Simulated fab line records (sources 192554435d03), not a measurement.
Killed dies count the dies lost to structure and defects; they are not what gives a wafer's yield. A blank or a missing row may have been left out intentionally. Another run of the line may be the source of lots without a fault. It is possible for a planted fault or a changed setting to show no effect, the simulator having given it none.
A lot that was struck, set against a sound lot + flow n5_finfet + 30 steps out of a route of 1938
Sound: the wafers L624.2, L624.3, L624.4. Wafers struck: L640.3, L640.4, L640.5. Last of all comes the cause.
Per side, at each step with rows, come the tool, then ch with its chambers, and then its first start. Under that, the readings that differ: sound wafers + struck wafers + difference of the means + sigmas: that difference in standard deviations of wafers without a fault.
alike: same words and numbers on both sides, and readings whose means sit less than 2 such deviations apart. not compared: any withheld reading, any reading some wafer has no value for, any bound like >300 that may hide the same value, and any number with overlapping values for which the record gives no deviation.
A row with sigmas, a row that says differs or no value, or rows on one side alone: a step with any of these is where the two part. Non-overlapping numbers with no deviation appear without sigmas and do not part them. A reading that every wafer of one side lacks parts them only if that side has two wafers or more.

first, 9 steps without rows for these wafers: N5_MOL_CONTACT_COAG_SRD_128 (dry time 32 s); N5_MOL_CONTACT_COAG_CMP_52 (polishes, stops on SiO2, t overpolish 1.5 s, target thk 66.5 nm); N5_MOL_CONTACT_COAG_ANNEAL_112 (time 1800 s); N5_BEOL_M0_SAQP_PECVD_00 (deposits SiCN from 3MS/NH3, target thk 8 nm, time 14 s); N5_BEOL_M0_SAQP_ILD_DEP_01 (deposits SiOC from DEMS/O2, target thk 45.419 nm, time 8.7 s); N5_BEOL_M0_SAQP_HM_DEP_02 (deposits TiN, target thk 12 nm); N5_BEOL_M0_SAQP_PECVD_03 (deposits SiCN from 3MS/NH3, target thk 12 nm, time 21.1 s); N5_BEOL_M0_SAQP_PECVD_96 (deposits a-Si from SiH4/He, target thk 45 nm, time 45.2 s); N5_BEOL_M0_SAQP_PECVD_97 (deposits SiNx from SiH4/NH3/N2, target thk 23 nm, time 19.9 s).
N5_BEOL_M0_SAQP_PECVD_04: deposits a-Si from SiH4/He, target thk 60 nm, time 60.2 s.
  sound on pecvd-03 ch 1,2, day 5 21:02; struck on pecvd-03 ch 0,1, day 9 22:28
  alike: heater_power_outer_w, heater_power_w, showerhead_plenum_p_Torr, throttle_valve_pct
N5_BEOL_M0_SAQP_THK_MEAS_05:
  sound: film_metro-02 at day 5 21:10; struck: film_metro-02 at day 9 22:34
| reading     | sound          | struck         | difference | sigmas |
|-------------|----------------|----------------|------------|--------|
| thk_nm (nm) | 58.5 59.6 59.5 | 51.0 50.5 51.0 | -8.4       | -12    |
then, 15 steps without rows for these wafers: N5_BEOL_M0_SAQP_HM_DEP_111 (deposits SiO2 from SiH4/N2O, target thk 12 nm, time 7.2 s); N5_BEOL_M0_SAQP_COAT_81 (time 60 s, resist thk 100 nm); N5_BEOL_M0_SAQP_COAT_82 (time 60 s, resist thk 30 nm); N5_BEOL_M0_SAQP_COAT_08 (resist thk 90 nm); N5_BEOL_M0_SAQP_EBR_10; N5_BEOL_M0_SAQP_SOFTBAKE_09 (time 60 s); N5_BEOL_M0_SAQP_EXPOSE_11 (exposes mask M0 CORE, target cd 42 nm); N5_BEOL_M0_SAQP_PEB_12 (peb time 60 s); N5_BEOL_M0_SAQP_DEVELOP_13 (develop time 30 s); N5_BEOL_M0_SAQP_DESCUM_19 (chemistry O2, time 7.9 s); N5_BEOL_M0_SAQP_ETCH_83 (etches SiARC in CF4, target depth 39 nm, time 65 s); N5_BEOL_M0_SAQP_ETCH_84 (etches SOC in N2/H2, target depth 100 nm, overetch 20 nm, time 150 s); N5_BEOL_M0_SAQP_STRIP_80 (strips in N2/H2); N5_BEOL_M0_SAQP_HM_OPEN_112 (chemistry CHF3/O2, target SiO2, stops on a-Si, target depth 12 nm, time 13.5 s); N5_BEOL_M0_SAQP_STRIP_113 (strips in CHF3/O2).
N5_BEOL_M0_SAQP_MANDREL_ETCH_20: etches a-Si in HBr/Cl2, stops on SiNx, target depth 60 nm, bt time 10 s, time 30 s.
  sound on rie_si-02 ch 0,1,2, day 5 21:53; struck on rie_si-02 ch 1,2, day 9 23:26
| reading               | sound             | struck            | difference | sigmas |
|-----------------------|-------------------|-------------------|------------|--------|
| oes_product_au (a.u.) | 0.763 0.788 0.770 | 0.710 0.716 0.716 | -0.060     | -5     |
  alike: HBr_flow_sccm, drypump_motor_current_A, throttle_valve_pct
  not compared: rf_hours_counter_h
then, 1 step without rows for these wafers: N5_BEOL_M0_SAQP_STRIP_86 (strips in N2/H2).
-- a jump in the record: the struck wafers' starts before and after are 5 days apart (it breaks off in module BEOL_M0_SAQP and resumes in module BEOL_M4, where the first step shown is number 1111 of the route) --
N5_BEOL_M4_RC_MEAS_101:
  sound on prober-01 ch 0, day 9 16:10; struck on prober-01 ch 0, day 15 06:21
  alike: DIBL_N, DIBL_P, IOFF_N, IOFF_P, ION_N, ION_P, SS_N, SS_P, VT_N, VT_P
-- a jump in the record: the struck wafers' starts before and after are 4 days apart (it breaks off in module BEOL_M4 and resumes in module PASSIVATION, where the first step shown is number 1936 of the route) --
N5_PASSIVATION_PROBE_49:
  sound: prober-02 at day 14 02:41; struck: prober-01 at day 19 10:59
| reading            | sound    | struck   | difference | sigmas |
|--------------------|----------|----------|------------|--------|
| killed_at_M0_to_M3 | 30 30 37 | 50 61 56 | +23        | +2     |
  alike: defect_limited_yield, killed_at_M4_up, killed_at_contacts, killed_at_front_end, killed_at_other, killed_dies, killed_open, killed_short, sort_bin_5_function, sort_bin_6_memory, sort_n_pass, sort_yield_pct

## WHERE THEY PART
At N5_BEOL_M0_SAQP_THK_MEAS_05 first; at N5_PASSIVATION_PROBE_49 last (within this record only).

WHY: the cause the simulator had injected
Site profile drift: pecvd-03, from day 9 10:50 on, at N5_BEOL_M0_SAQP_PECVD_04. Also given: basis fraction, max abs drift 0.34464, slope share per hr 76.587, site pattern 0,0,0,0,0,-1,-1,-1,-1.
